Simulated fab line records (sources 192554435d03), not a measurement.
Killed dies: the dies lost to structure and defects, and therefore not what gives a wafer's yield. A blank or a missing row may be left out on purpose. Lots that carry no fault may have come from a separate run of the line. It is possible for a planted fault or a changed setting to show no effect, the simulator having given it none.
Problem report, 8D (eight disciplines) form, completed by code -- flow n5_finfet -- the parts of the form that need people (team, actions taken, sign-off) are left out

== 1. THE PROBLEM ==
At N5_FIN_CUT_COAT_18, spin_speed_rpm averages 1631.2 rpm over 6 wafers from 2 lots, while fault-free wafers read 1500.2 rpm, standard deviation 1.1. So: +99 or more standard deviations from the usual mean.
The step: time 60 s, resist thk 230 nm.
First observed at day 5 21:58: wafer L309.1, on litho_track-03. The record holds 12 wafers of 4 lots with a number at this step. Rule for "out" (also "out of limits"): further than 4 standard deviations from the usual mean. All remaining wafers that have a number are taken as sound.

== 2. WHAT IT IS, WHAT IT ISN'T ==
question,is,is not
which readings at this step,spin_speed_rpm,resist_line_temp_C
which lots,"L309, L312","L295, L308"
which wafers of those lots,all that have a number,-
read on which tools,litho_track-03,litho_track-04
when,from day 5 21:58,up to then (6 sound wafers)

== 3. WHAT RULES OUT EACH SUSPECT ==
Counting: any tool at a process step up to the reading is kept as a suspect provided that every lot that is out went through it and no sound lot did after the first of them.
- litho_track-03 at N5_FIN_CUT_COAT_18 (time 60 s, resist thk 230 nm): kept. It ran every lot that is out, first L309 (day 5 21:58), and no sound lot after that; its last sound lot up to then is L295 (day 2 08:22). Its own readings are out on those wafers: spin_speed_rpm.
Left after counting: litho_track-03 at N5_FIN_CUT_COAT_18.

== 4. THE CAUSE (what the simulator had put in) ==
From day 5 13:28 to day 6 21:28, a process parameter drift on litho_track-03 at N5_FIN_CUT_COAT_18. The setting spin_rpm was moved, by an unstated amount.
Only this tool survived the counting.

== 5. SEQUENCE OF EFFECTS, ordered by route ==
Rows list readings where the struck wafers' mean (over those with a number) sits beyond 3 standard deviations from the usual. Scope: only readings with a usual standard deviation given in the record; hours: median across lots of the time from each lot's start at the first step in this table that gives one to its start at this step; sigmas: change in usual standard deviations.
hours,step,reading,usual,on struck wafers,change,sigmas
0,N5_FIN_CUT_COAT_18,spin_speed_rpm,1500.2 rpm,1631.2,+131.0,+99 or more
Process steps it contains:
- N5_FIN_CUT_COAT_18: time 60 s, resist thk 230 nm.

== 6. HOW IT WOULD HAVE BEEN CAUGHT EARLIER ==
The fault began at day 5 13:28; the first out-of-limits reading in this record came at day 5 21:58, 9 hours later.
